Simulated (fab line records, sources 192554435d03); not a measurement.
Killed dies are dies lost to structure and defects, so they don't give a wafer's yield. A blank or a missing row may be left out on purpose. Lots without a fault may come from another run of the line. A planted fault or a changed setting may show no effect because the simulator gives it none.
A struck lot beside a sound one | flow n5_finfet | 39 steps out of a route of 1938
Sound: wafers L647.3, L647.4, L647.5. Struck: wafer L653.6. (L653.2, L653.4 of the same lot were not struck and are left out.) The cause comes at the end.
At each step with rows: each side's tool, then ch and its chambers, then its first start. Under that, the readings that differ: sound wafers | struck wafers | difference of the means | sigmas: that difference in standard deviations of wafers without a fault.
alike: readings whose means differ by less than 2 such deviations, and words and numbers that are the same on both sides. not compared: withheld readings, readings that some wafer has no value for, bounds like >300 that may hide the same value, and numbers for which the record gives no deviation and whose values overlap.
The two part at a step that has a row with sigmas, a row that says differs or no value, or rows on one side only. Numbers that don't overlap but have no deviation are shown without sigmas and don't part them. A reading that every wafer of one side lacks parts them only if that side has two wafers or more.

first, 8 steps without rows for these wafers: N5_MOL_CONTACT_COAG_PRECLEAN_138 (cleans in alkaline clean, time 60 s); N5_MOL_CONTACT_COAG_SRD_139 (time 30 s); N5_MOL_CONTACT_COAG_PRE_CLEAN_121; N5_MOL_CONTACT_COAG_CVD_140 (deposits W, target thk 66.5 nm, time 215 s); N5_MOL_CONTACT_COAG_PRECLEAN_127 (cleans in DIW, time 57.5 s); N5_MOL_CONTACT_COAG_SRD_128 (dry time 32 s); N5_MOL_CONTACT_COAG_CMP_52 (polishes, stops on SiO2, t overpolish 1.5 s, target thk 66.5 nm); N5_MOL_CONTACT_COAG_ANNEAL_112 (time 1800 s).
N5_BEOL_M0_SAQP_PECVD_00: deposits SiCN from 3MS/NH3, target thk 8 nm, time 14 s.
  sound on pecvd-02 ch 0,1, day 6 21:26; struck on pecvd-02 ch 2, day 8 07:22
  alike: chamber_pressure_Torr, showerhead_plenum_p_Torr, throttle_valve_pct
then, 15 steps without rows for these wafers: N5_BEOL_M0_SAQP_ILD_DEP_01 (deposits SiOC from DEMS/O2, target thk 45.419 nm, time 8.7 s); N5_BEOL_M0_SAQP_HM_DEP_02 (deposits TiN, target thk 12 nm); N5_BEOL_M0_SAQP_PECVD_03 (deposits SiCN from 3MS/NH3, target thk 12 nm, time 21.1 s); N5_BEOL_M0_SAQP_PECVD_96 (deposits a-Si from SiH4/He, target thk 45 nm, time 45.2 s); N5_BEOL_M0_SAQP_PECVD_97 (deposits SiNx from SiH4/NH3/N2, target thk 23 nm, time 19.9 s); N5_BEOL_M0_SAQP_PECVD_04 (deposits a-Si from SiH4/He, target thk 60 nm, time 60.2 s); N5_BEOL_M0_SAQP_HM_DEP_111 (deposits SiO2 from SiH4/N2O, target thk 12 nm, time 7.2 s); N5_BEOL_M0_SAQP_COAT_81 (time 60 s, resist thk 100 nm); N5_BEOL_M0_SAQP_COAT_82 (time 60 s, resist thk 30 nm); N5_BEOL_M0_SAQP_COAT_08 (resist thk 90 nm); N5_BEOL_M0_SAQP_EBR_10; N5_BEOL_M0_SAQP_SOFTBAKE_09 (time 60 s); N5_BEOL_M0_SAQP_EXPOSE_11 (exposes mask M0 CORE, target cd 42 nm); N5_BEOL_M0_SAQP_PEB_12 (peb time 60 s); N5_BEOL_M0_SAQP_DEVELOP_13 (develop time 30 s).
N5_BEOL_M0_SAQP_INSPECT_16: inspects for defects (brightfield).
  sound on defect_inspect-02, day 6 23:40; struck on defect_inspect-02, day 8 08:50
  reading          | sound       | struck | difference | sigmas
  raw_defect_count | 387 702 451 | 1740   | +1227      | +9
then, 10 steps without rows for these wafers: N5_BEOL_M0_SAQP_DESCUM_19 (chemistry O2, time 7.9 s); N5_BEOL_M0_SAQP_ETCH_83 (etches SiARC in CF4, target depth 39 nm, time 65 s); N5_BEOL_M0_SAQP_ETCH_84 (etches SOC in N2/H2, target depth 100 nm, overetch 20 nm, time 150 s); N5_BEOL_M0_SAQP_STRIP_80 (strips in N2/H2); N5_BEOL_M0_SAQP_HM_OPEN_112 (chemistry CHF3/O2, target SiO2, stops on a-Si, target depth 12 nm, time 13.5 s); N5_BEOL_M0_SAQP_STRIP_113 (strips in CHF3/O2); N5_BEOL_M0_SAQP_MANDREL_ETCH_20 (etches a-Si in HBr/Cl2, stops on SiNx, target depth 60 nm, bt time 10 s, time 30 s); N5_BEOL_M0_SAQP_STRIP_86 (strips in N2/H2); N5_BEOL_M0_SAQP_STRIP_115 (strips in post etch residue remover, time 60 s); N5_BEOL_M0_SAQP_SRD_93 (time 30 s).
N5_BEOL_M0_SAQP_INSPECT_42: inspects for defects (brightfield).
  sound on defect_inspect-01, day 7 03:44; struck on defect_inspect-01, day 8 13:22
  reading          | sound       | struck | difference | sigmas
  raw_defect_count | 239 337 177 | 1433   | +1182      | +14
N5_BEOL_M0_CUTY_INSPECT_59: inspects for defects (macro).
  sound on defect_inspect-02, day 7 05:05; struck on defect_inspect-02, day 8 16:53
  reading          | sound | struck | difference | sigmas
  raw_defect_count | 3 1 4 | >300   | differs    |
-- the record jumps here: 2 days lie between the struck wafers' starts before and after (it left off in module BEOL_M0_CUTY and takes up again in module BEOL_M4, whose first step shown is number 1111 of the route) --
N5_BEOL_M4_RC_MEAS_101:
  sound on prober-01 ch 0, day 9 08:49; struck on prober-02 ch 0, day 10 22:55
  alike: DIBL_N, DIBL_P, IOFF_N, IOFF_P, ION_N, ION_P, SS_N, SS_P, VT_N, VT_P
-- the record jumps here: 4 days lie between the struck wafers' starts before and after (it left off in module BEOL_M4 and takes up again in module PASSIVATION, whose first step shown is number 1936 of the route) --
N5_PASSIVATION_PROBE_49:
  the record has rows for the struck wafers here (prober-01, day 14 22:04) and none for the sound ones

WHERE THEY PART
First at N5_BEOL_M0_SAQP_INSPECT_16; last, within this record, at N5_PASSIVATION_PROBE_49.

WHY: what the simulator had put in
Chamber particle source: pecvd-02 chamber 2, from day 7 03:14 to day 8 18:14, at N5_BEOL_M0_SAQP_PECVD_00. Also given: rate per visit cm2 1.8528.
